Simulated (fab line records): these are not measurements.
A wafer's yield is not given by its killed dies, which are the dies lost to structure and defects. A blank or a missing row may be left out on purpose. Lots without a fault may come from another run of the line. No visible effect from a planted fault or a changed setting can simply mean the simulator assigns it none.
fab line records	flow nand_harc
[record] lots = 12	wafers = 36	last_day = 24
route steps=1159 shown P_BONDPAD@377 A_BONDPAD@1075 THIN_TSV@1132 END@1159
lots with no fault: from the same line, run without faults
start_h: the number of hours between the record's first day and the start of the first shown wafer of the lot	wait_h: hours since the lot's step before	" identical to the entry in the row above	L1.1+2: a single row standing in for several wafers	- value missing, or start not given	* or withheld: withheld	< > ~ a bound
route shown NAME@n: names a module that has steps shown in the file, with the first one's number in the route	usual: mean/standard deviation of fault-free wafers	same: alike in all rows	chamber/n: place in a boat	sites: per-site readings	_std_site: standard deviation of those values	_edge_site: mean of outer sites minus mean of inner sites	radius_mm: for every site, how far away it sits from the centre of the wafer	mask NAME#n: copy n	behind: the last tool/chamber to shape the wafer	hold: what put the lot on hold/how long, in hours/how the hold closed	device: names the non-switching transistor (n, p or np)	end of line: tests run on the same wafers once the route is complete	where a step has no rows: the recipe by itself	killed: the dies lost at the first sort to structure and to defects; this is not the yield of the wafer	map: shows each die of a wafer: x if killed, . if not, _ if none is there
set.NAME: the run value of the setting; set.NAME@STEP: its run value at that earlier step	model.NAME: the simulator's own value behind a step, which no gauge read
one table for each step of the route and one row for each wafer, over a sample of lots
services: a tool's chamber out of use, with start hour (start_h, from the record's first day; less than 0 if before it), hours out, and reason
[[steps]]
[step NHARC_P_BONDPAD_PVD_27]
[recipe] target_thk_a = 300	chamber_pressure_pa = 5	power_w = 5000	substrate_temp_c = 30	time_s = 20.49	material = Cu
[usual] throttle_valve_pct = 30.2/0.87
lot.wafer	tool	chamber	start_h	wait_h	throttle_valve_pct
L542.4	pvd_sputter-01	-	121.35	-	30.0
L542.2	"	-	"	"	29.5
L542.6	"	-	"	"	30.0
L543.1	pvd_sputter-02	-	143.57	-	30.3
L543.3	"	-	"	"	28.9
L543.6	"	-	"	"	29.8
L544.1	pvd_sputter-03	-	143.90	-	29.9
L544.2	"	-	"	"	30.6
L544.6	"	-	"	"	30.2
L545.2	pvd_sputter-01	-	154.23	-	29.7
L545.4	"	-	"	"	29.2
L545.5	"	-	"	"	29.2
L546.1	pvd_sputter-03	-	158.35	-	29.3
L546.6	"	-	"	"	31.9
L546.5	"	-	"	"	30.0
L548.4	pvd_sputter-03	-	163.52	-	29.6
L548.2	"	-	"	"	31.9
L548.1	"	-	"	"	29.7
L549.2	pvd_sputter-03	-	172.73	-	29.5
L549.4	"	-	"	"	30.7
L549.6	"	-	"	"	31.7
L550.4	pvd_sputter-03	-	174.02	-	30.9
L550.6	"	-	"	"	31.0
L550.5	"	-	"	"	29.7
L552.3	pvd_sputter-01	-	188.58	-	29.4
L552.2	"	-	"	"	29.1
L552.5	"	-	"	"	29.3
L554.2	pvd_sputter-03	-	205.05	-	29.8
L554.1	"	-	"	"	30.0
L554.5	"	-	"	"	29.9
L556.1	pvd_sputter-01	-	223.92	-	30.2
L556.3	"	-	"	"	30.7
L556.6	"	-	"	"	29.3
L564.1	pvd_sputter-03	-	259.86	-	30.8
L564.4	"	-	"	"	29.6
L564.5	"	-	"	"	29.7
[step NHARC_A_BONDPAD_DESCUM_11]
[recipe] time_s = 3	o2_flow_sccm = 200	ar_flow_sccm = 0	bias_power_w = 0	chemistry = O2
[usual] drypump_motor_current_A = 5.7/0.39	oes_product_au = 0.999/0.017	rf_vpp_V = 57.8/0.93	showerhead_plenum_p_Torr = 1.93/0.1	throttle_valve_pct = 11.311/0.0094
lot.wafer	tool	chamber	start_h	wait_h	drypump_motor_current_A	oes_product_au	rf_hours_counter_h	rf_vpp_V	showerhead_plenum_p_Torr	throttle_valve_pct
L542.2	rie_diel-09	3	401.06	-	5.6	0.982	5	57.9	2.04	11.304
L542.4	"	0	"	"	5.0	1.013	5	58.1	2.00	11.294
L542.6	"	2	"	"	6.0	0.993	-	56.8	1.80	11.310
L543.3	rie_diel-09	2	411.39	-	6.0	0.985	5	58.5	1.80	11.302
L543.1	"	3	"	"	5.6	0.976	5	58.6	2.04	11.301
L543.6	"	2	"	"	6.0	0.987	-	56.9	1.80	11.296
L544.2	rie_diel-08	1	412.29	-	5.9	1.000	19	57.2	1.91	11.313
L544.1	"	2	"	"	5.1	0.985	19	58.8	1.92	11.301
L544.6	"	1	"	"	5.9	1.013	-	58.7	1.91	11.303
L545.2	rie_diel-08	0	421.41	-	5.7	0.974	20	57.8	1.94	11.313
L545.4	"	2	"	"	5.1	0.985	20	57.2	1.92	11.308
L545.5	"	1	"	"	5.9	0.996	-	57.8	1.91	11.301
L546.1	rie_diel-08	0	438.39	-	5.6	0.980	25	57.9	1.94	11.311
L546.5	"	3	"	"	5.4	1.019	-	59.2	2.04	11.315
L546.6	"	0	"	"	5.7	0.992	-	59.0	1.94	11.295
L550.4	rie_diel-09	0	442.92	-	5.0	1.002	0	58.9	2.00	11.315
L550.6	"	0	"	"	5.0	0.994	-	58.2	2.00	11.312
L550.5	"	1	"	"	6.1	1.020	-	57.2	1.80	11.306
L548.1	rie_diel-07	2	446.27	-	6.3	0.991	12	58.7	2.05	11.318
L548.2	"	3	"	"	5.7	0.986	15	58.1	1.94	11.311
L548.4	"	0	"	"	5.3	0.986	15	58.0	2.00	11.327
L549.2	rie_diel-09	0	458.46	-	5.0	1.004	0	58.0	2.00	11.308
L549.4	"	1	"	"	6.1	1.018	0	57.0	1.80	11.319
L549.6	"	2	"	"	6.0	1.002	-	57.0	1.80	11.313
L552.2	rie_diel-07	2	459.17	-	6.3	0.992	16	57.7	2.05	11.309
L552.3	"	3	"	"	5.8	0.988	19	58.7	1.93	11.303
L552.5	"	2	"	"	6.3	0.996	-	58.0	2.05	11.314
L554.1	rie_diel-09	0	472.11	-	4.9	1.001	1	58.2	2.00	11.305
L554.2	"	1	"	"	6.1	1.023	1	58.5	1.80	11.313
L554.5	"	2	"	"	6.0	1.012	-	56.9	1.80	11.303
L556.1	rie_diel-08	3	501.97	-	5.4	1.000	3	57.3	2.04	11.313
L556.3	"	2	"	"	5.1	1.029	3	57.5	1.92	11.325
L556.6	"	3	"	"	5.4	1.008	-	59.6	2.04	11.308
L564.1	rie_diel-09	3	544.34	-	5.6	0.969	4	57.1	2.04	11.319
L564.5	"	1	"	"	6.1	1.015	-	57.0	1.80	11.317
[step NHARC_A_BONDPAD_ANNEAL_28]
[recipe] temp_c = 225	time_s = 90
[usual] wafer_temp_C_max = 225.9/0.35
lot.wafer	tool	chamber	start_h	wait_h	wafer_temp_C_max
L542.2	rtp_anneal-01	0	402.95	-	226.8
L542.4	"	0	"	"	226.5
L542.6	"	0	"	"	225.9
L543.1	rtp_anneal-02	0	413.11	0.4	225.5
L543.3	"	0	"	"	225.5
L543.6	"	0	"	"	225.7
L544.1	rtp_anneal-02	0	414.14	0.3	225.6
L544.2	"	0	"	"	225.4
L544.6	"	0	"	"	225.7
L545.2	rtp_anneal-01	0	423.31	0.4	226.6
L545.4	"	0	"	"	226.3
L545.5	"	0	"	"	226.6
L546.1	rtp_anneal-02	0	440.21	0.3	225.4
L546.5	"	0	"	"	226.0
L546.6	"	0	"	"	225.7
L550.4	rtp_anneal-01	0	444.80	-	225.9
L550.5	"	0	"	"	225.5
L550.6	"	0	"	"	226.2
L548.1	rtp_anneal-01	0	448.13	-	226.2
L548.2	"	0	"	"	226.7
L548.4	"	0	"	"	225.9
L549.2	rtp_anneal-01	0	460.17	0.3	226.4
L549.4	"	0	"	"	226.1
L549.6	"	0	"	"	226.6
L552.2	rtp_anneal-01	0	461.23	-	225.5
L552.3	"	0	"	"	225.9
L552.5	"	0	"	"	226.4
L554.1	rtp_anneal-02	0	473.81	0.3	225.6
L554.2	"	0	"	"	225.6
L554.5	"	0	"	"	225.6
L556.1	rtp_anneal-02	0	503.73	0.4	225.6
L556.3	"	0	"	"	225.5
L556.6	"	0	"	"	225.3
L564.1	rtp_anneal-02	0	546.30	0.3	225.6
L564.5	"	0	"	"	225.6
[step NHARC_THIN_TSV_ANNEAL_52]
[recipe] temp_c = 225	time_s = 90
[usual] wafer_temp_C_max = 225.9/0.32
lot.wafer	tool	chamber	start_h	wait_h	wafer_temp_C_max
L542.2	rtp_anneal-02	0	420.81	0.6	225.7
L542.4	"	0	"	"	225.9
L542.6	"	0	"	"	225.4
L544.1	rtp_anneal-01	0	435.40	0.5	226.2
L544.2	"	0	"	"	225.9
L544.6	"	0	"	"	226.8
L543.1	rtp_anneal-02	0	436.67	0.5	226.1
L543.3	"	0	"	"	225.7
L543.6	"	0	"	"	226.0
L545.2	rtp_anneal-01	0	444.15	0.7	226.0
L545.4	"	0	"	"	226.1
L545.5	"	0	"	"	226.2
L546.1	rtp_anneal-02	0	460.28	0.5	225.9
L546.5	"	0	"	"	225.7
L546.6	"	0	"	"	225.3
L550.4	rtp_anneal-02	0	461.04	0.5	225.6
L550.5	"	0	"	"	225.7
L550.6	"	0	"	"	225.4
L548.1	rtp_anneal-01	0	467.88	0.5	225.8
L548.2	"	0	"	"	226.1
L548.4	"	0	"	"	225.9
L552.2	rtp_anneal-02	0	479.43	0.7	225.7
L552.3	"	0	"	"	225.9
L552.5	"	0	"	"	225.7
L549.2	rtp_anneal-02	0	480.59	0.6	225.7
L549.4	"	0	"	"	225.7
L549.6	"	0	"	"	225.9
L554.1	rtp_anneal-01	0	493.29	0.6	226.5
L554.2	"	0	"	"	226.0
L554.5	"	0	"	"	225.9
L556.1	rtp_anneal-02	0	520.46	0.6	225.6
L556.3	"	0	"	"	226.0
L556.6	"	0	"	"	225.7
L564.1	rtp_anneal-02	0	564.91	0.6	225.4
L564.5	"	0	"	"	225.4
[step NHARC_END_SORT_01]
[recipe] temp_c = 25
[usual] defect_limited_yield = 95.7/1.2	killed_at_array = 25/7.8	killed_at_other = 0.6/0.81	killed_at_periphery = 3.3/2.2	killed_dies = 29/8.2	killed_open = 3.5/1.9	killed_short = 1.8/1.3	sort_bin_2_pct = 1.3/0.5	sort_bin_3_pct = 0.23/0.21	sort_bin_4_pct = 2.8/0.9	sort_n_pass = 648/8.2	sort_rim_yield_pct = 94.3/2.8	sort_yield_pct = 95.7/1.2
[same] gross_dies = 677	sort_bin_5_pct[%] = 0	sort_bin_6_pct[%] = 0	sort_bin_7_pct[%] = 0	sort_bin_8_pct[%] = 0	sort_rim_n_gross = 106.00
lot.wafer	tool	chamber	start_h	wait_h	defect_limited_yield[%]	killed_at_array	killed_at_other	killed_at_periphery	killed_dies	killed_open	killed_short	sort_bin_2_pct[%]	sort_bin_3_pct[%]	sort_bin_4_pct[%]	sort_n_pass	sort_rim_yield_pct[%]	sort_yield_pct[%]
L550.4	prober-01	0	473.55	3.4	96.5	21	1	2	24	5	2	1.5	0	2.1	653	97.2	96.5
L550.5	prober-01	0	474.34	3.6	97.5	16	0	1	17	2	0	1.3	0.15	1.0	660	97.2	97.5
L550.6	prober-01	0	475.12	3.9	96.3	19	1	5	25	4	0	1.3	0	2.4	652	89.6	96.3
L548.1	prober-01	0	478.92	2.5	94.8	32	0	3	35	3	0	0.7	0.59	3.8	642	93.4	94.8
L548.2	prober-01	0	479.72	2.8	96.3	21	0	4	25	3	4	1.3	0	2.4	652	93.4	96.3
L548.4	prober-01	0	481.33	3.4	93.8	36	0	6	42	8	4	2.4	0.15	3.7	635	91.5	93.8
L564.1	prober-02	0	574.51	2.5	95.1	31	0	2	33	4	1	1.3	0.44	3.1	644	97.2	95.1
L564.4	prober-02	0	576.93	3.4	0	40	1	636	677	1	3	96.0	0.15	3.8	0	0	0
L564.5	prober-02	0	577.74	3.7	93.4	40	0	5	45	8	1	1.8	0.15	4.7	632	95.3	93.4
// killed by level:class
L550.4 A_CHANNEL_HOLE_D1:chamber_film_flake=10 A_BONDPAD:chamber_film_flake=3 P_GATE:geometric_particle:open=1 A_SOURCE_PLATE:geometric_particle:short=1 A_SOURCE_PLATE:geometric_particle:open=1 A_ONON_D1:geometric_particle:open=1 A_ONON_D1:geometric_particle:short=1 A_CONTACT:geometric_particle:open=1
L550.5 A_CHANNEL_HOLE_D1:chamber_film_flake=9 A_WL_FILL:chamber_film_flake=3 A_CONTACT:geometric_particle:open=2 A_STAIRCASE:chamber_film_flake=2 P_GATE:chamber_film_flake=1
L550.6 A_CHANNEL_HOLE_D1:chamber_film_flake=16 P_GATE:chamber_film_flake=3 A_CONTACT:geometric_particle:open=2 P_M0:geometric_particle:open=1 A_ONON_D1:geometric_particle:open=1 P_ZERO_WELL:chamber_film_flake=1 THIN_TSV:chamber_film_flake=1
L548.1 A_SLIT:chamber_film_flake=14 A_CHANNEL_HOLE_D1:chamber_film_flake=10 A_ZERO_WELL:chamber_film_flake=3 A_CONTACT:chamber_film_flake=3 P_ZERO_WELL:chamber_film_flake=2 P_GATE:geometric_particle:open=1 A_CHANNEL_HOLE_D1:geometric_particle:open=1 A_CONTACT:geometric_particle:open=1
L548.2 A_SLIT:chamber_film_flake=8 A_CHANNEL_HOLE_D1:chamber_film_flake=6 P_CONTACT:geometric_particle:open=1 P_M2:geometric_particle:open=1 A_SOURCE_PLATE:geometric_particle:short=1 A_ONON_D1:geometric_particle:short=1 A_CHANNEL_FILL_D1:geometric_particle:short=1 A_CHANNEL_FILL_D1:geometric_particle:open=1
L548.4 A_CHANNEL_HOLE_D1:chamber_film_flake=15 A_SLIT:chamber_film_flake=7 P_M0:geometric_particle:open=2 A_ONON_D1:geometric_particle:short=2 A_CHANNEL_FILL_D1:geometric_particle:short=2 A_BLC:geometric_particle:open=2 A_ZERO_WELL:chamber_film_flake=2 A_STAIRCASE:chamber_film_flake=2
L564.1 A_SLIT:chamber_film_flake=14 A_CHANNEL_HOLE_D1:chamber_film_flake=4 A_STAIRCASE:chamber_film_flake=4 A_CONTACT:chamber_film_flake=4 A_CONTACT:geometric_particle:open=2 P_CONTACT:geometric_particle:open=1 A_SOURCE_PLATE:geometric_particle:open=1 A_CHANNEL_FILL_D1:geometric_particle:short=1
L564.4 P_BONDPAD:area_pvd=635 A_SLIT:chamber_film_flake=16 A_CHANNEL_HOLE_D1:chamber_film_flake=10 A_CONTACT:chamber_film_flake=9 P_CONTACT:geometric_particle:open=1 A_ONON_D1:geometric_particle:short=1 A_WL_FILL:geometric_particle:short=1 A_M0:geometric_particle:short=1
L564.5 A_SLIT:chamber_film_flake=19 A_CHANNEL_HOLE_D1:chamber_film_flake=10 P_GATE:geometric_particle:open=2 P_M0:geometric_particle:open=2 A_CONTACT:geometric_particle:open=2 A_STAIRCASE:chamber_film_flake=2 A_CONTACT:chamber_film_flake=2 A_CHANNEL_FILL_D1:geometric_particle:short=1
[[services]]
tool	chamber	start_h	hours	kind
rie_diel-09	3	100.99	4.0	repair
pvd_sputter-03	-	102.00	10.0	pm
pvd_sputter-01	-	105.46	3.6	repair
pvd_sputter-01	-	110.59	2.9	repair
rie_diel-08	-	124.80	9.0	pm
pvd_sputter-03	-	131.62	1.7	repair
pvd_sputter-01	-	156.06	3.1	repair
rie_diel-09	3	158.63	4.4	repair
rie_diel-09	0	188.86	5.0	repair
rie_diel-08	2	191.22	9.6	repair
pvd_sputter-01	-	195.95	5.0	repair
rie_diel-09	0	213.18	11.1	repair
rie_diel-09	1	249.82	16.5	repair
rie_diel-09	-	254.10	9.0	pm
pvd_sputter-03	-	280.00	10.0	pm
rtp_anneal-02	-	300.00	12.0	pm
pvd_sputter-03	-	303.10	8.0	repair
rie_diel-09	-	431.10	9.0	pm
pvd_sputter-03	-	458.00	10.0	pm
rie_diel-09	0	464.56	6.7	repair
pvd_sputter-03	-	510.81	0.7	repair
rie_diel-09	2	542.18	8.3	repair
pvd_sputter-03	-	548.03	0.8	repair
rie_diel-09	0	548.48	1.9	repair
[[key]]
[first_sign] step = NHARC_END_SORT_01	reading = killed_at_periphery	direction = up	sigmas = 99+	usual = 3.3	struck = 636
[effect] step = NHARC_END_SORT_01	reading = sort_bin_2_pct	direction = up	sigmas = 99+	usual = 1.3	struck = 96.0
[more_kills_born_at] NHARC_P_BONDPAD_PVD_27@pvd_sputter-03 = 635
met_at NHARC_P_BONDPAD_PVD_27
struck_lots L564
struck_wafers L564.4
later_rows_left_out L564.4
not_acting_at NHARC_A_BONDPAD_DESCUM_11,NHARC_A_BONDPAD_ANNEAL_28,NHARC_THIN_TSV_ANNEAL_52
onset_between 205.05 259.86
[fault] kind = process_parameter_drift	tool = pvd_sputter-03	chamber = -	onset_h = 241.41	steps = NHARC_P_BONDPAD_PVD_27	channel = target_thk_a	offset = *	shape = step	end_h = 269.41	acts_in = *	stated = *	scope = struck_wafers_only
// later_rows_left_out: the simulator's readings of these wafers behind a module that went badly wrong aren't trusted and aren't shown, but for the sort
